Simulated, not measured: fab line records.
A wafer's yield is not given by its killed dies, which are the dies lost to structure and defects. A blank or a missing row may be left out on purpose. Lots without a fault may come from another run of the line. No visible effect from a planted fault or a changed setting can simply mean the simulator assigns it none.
A lot that was struck, set against a sound lot / flow nand_harc / 15 steps out of a route of 1302
Sound: the wafers L948.4, L948.5, L948.6. Struck: wafers L962.3, L962.6 (left out: L962.5, a lot-mate that was not struck); the cause follows at the end.
For every step that has rows: the tool of each side, followed by ch and its chambers, followed by its first start. Under that, the readings that differ: sound wafers / struck wafers / difference of the means / sigmas: that difference in standard deviations of wafers without a fault.
alike: a reading whose means differ by less than 2 such deviations, as well as words and numbers matching on both sides. not compared: withheld readings; readings where some wafer has no value; bounds like >300 that might hide an equal value; numbers whose values overlap and for which the record gives no deviation.
A row with sigmas, a row that says differs or no value, or rows on one side alone: a step with any of these is where the two part. Numbers that don't overlap but have no deviation are shown without sigmas and don't part them. A reading missing from all wafers of one side parts the sides only when that side holds two or more wafers.

first, 5 steps without rows for these wafers: NHARC_A_SGD_CUT_SOFTBAKE_04 (time 55 s); NHARC_A_SGD_CUT_EBR_05; NHARC_A_SGD_CUT_EXPOSE_06 (exposes mask SGD); NHARC_A_SGD_CUT_PEB_07 (peb time 65 s); NHARC_A_SGD_CUT_DEVELOP_08 (develop time 35 s).
NHARC_A_SGD_CUT_CD_MEAS_09 targets a cd of 100 nm.
  sound on cd_sem-03 ch 0, day 19 23:03; struck on cd_sem-03 ch 0, day 25 23:06
  alike: cd_nm
NHARC_A_SGD_CUT_OVL_MEAS_10:
  struck on overlay-01, day 25 23:11; sound on overlay-01, day 19 23:08
  alike: overlay_x_nm, overlay_y_nm
NHARC_A_SGD_CUT_INSPECT_11:
  struck on defect_inspect-02, day 25 23:13; sound on defect_inspect-02, day 19 23:10
  alike: raw_defect_count
NHARC_A_SGD_CUT_DESCUM_14: chemistry O2, time 3 s.
  sound on rie_diel-12 ch 0,1, day 19 23:14; struck on rie_diel-12 ch 0,2, day 25 23:17
  alike: drypump_motor_current_A, oes_product_au, rf_vpp_V, showerhead_plenum_p_Torr, throttle_valve_pct
  not compared: rf_hours_counter_h
NHARC_A_SGD_CUT_ETCH_58: etches the open film in CF4, target depth 39 nm, time 65 s.
  sound on rie_diel-12 ch 0,1, day 19 23:19; struck on rie_diel-12 ch 0,3, day 25 23:22
  alike: drypump_motor_current_A, oes_product_au, rf_vpp_V, run_length_s, showerhead_plenum_p_Torr, throttle_valve_pct
  not compared: rf_hours_counter_h
NHARC_A_SGD_CUT_ETCH_59: etches the open film in N2/H2, target depth 260 nm, time 406.25 s.
  sound: rie_diel-12 ch 0,1,2; struck: rie_diel-12 ch 1,3
  alike: drypump_motor_current_A, oes_product_au, rf_vpp_V, run_length_s, showerhead_plenum_p_Torr, throttle_valve_pct
  not compared: rf_hours_counter_h
NHARC_A_SGD_CUT_ETCH_15: etches the open film in CH3F/O2, target depth 75 nm, time 64.3 s.
  sound: rie_diel-12 ch 0,2,3; struck: rie_diel-12 ch 0,1
  alike: drypump_motor_current_A, oes_product_au, rf_vpp_V, run_length_s, showerhead_plenum_p_Torr, throttle_valve_pct
  not compared: rf_hours_counter_h
NHARC_A_SGD_CUT_ETCH_16: etches the open film in C4F8/O2/Ar, target depth 310.5 nm, time 155.2 s.
  sound on rie_diel-12 ch 0,2,3, day 19 23:50; struck on rie_diel-12 ch 1,3, day 25 23:53
reading=run_length_s (s); sound=176.6 177.6 176.7; struck=66.7 67.1; difference=-110.1; sigmas=-99 or more
  alike: oes_product_au, rf_vpp_V
  not compared: rf_hours_counter_h
then, 1 step without rows for these wafers: NHARC_A_SGD_CUT_STRIP_60 (strips in C4F8/O2/Ar).
-- the record jumps here: 5 days lie between the struck wafers' starts before and after (it left off in module A_SGD_CUT and takes up again in module END, whose first step shown is number 1302 of the route) --
NHARC_END_SORT_01:
  at this point the record logs the struck wafers (prober-02 ch 0, day 31 07:48) and has no rows for the sound ones

## WHERE THEY PART
At NHARC_A_SGD_CUT_ETCH_16 first; at NHARC_END_SORT_01 last (within this record only).

WHY: what the simulator had put in
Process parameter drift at NHARC_A_SGD_CUT_ETCH_16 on rie_diel-12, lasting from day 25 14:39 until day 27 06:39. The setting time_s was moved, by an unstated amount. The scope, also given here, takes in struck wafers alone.
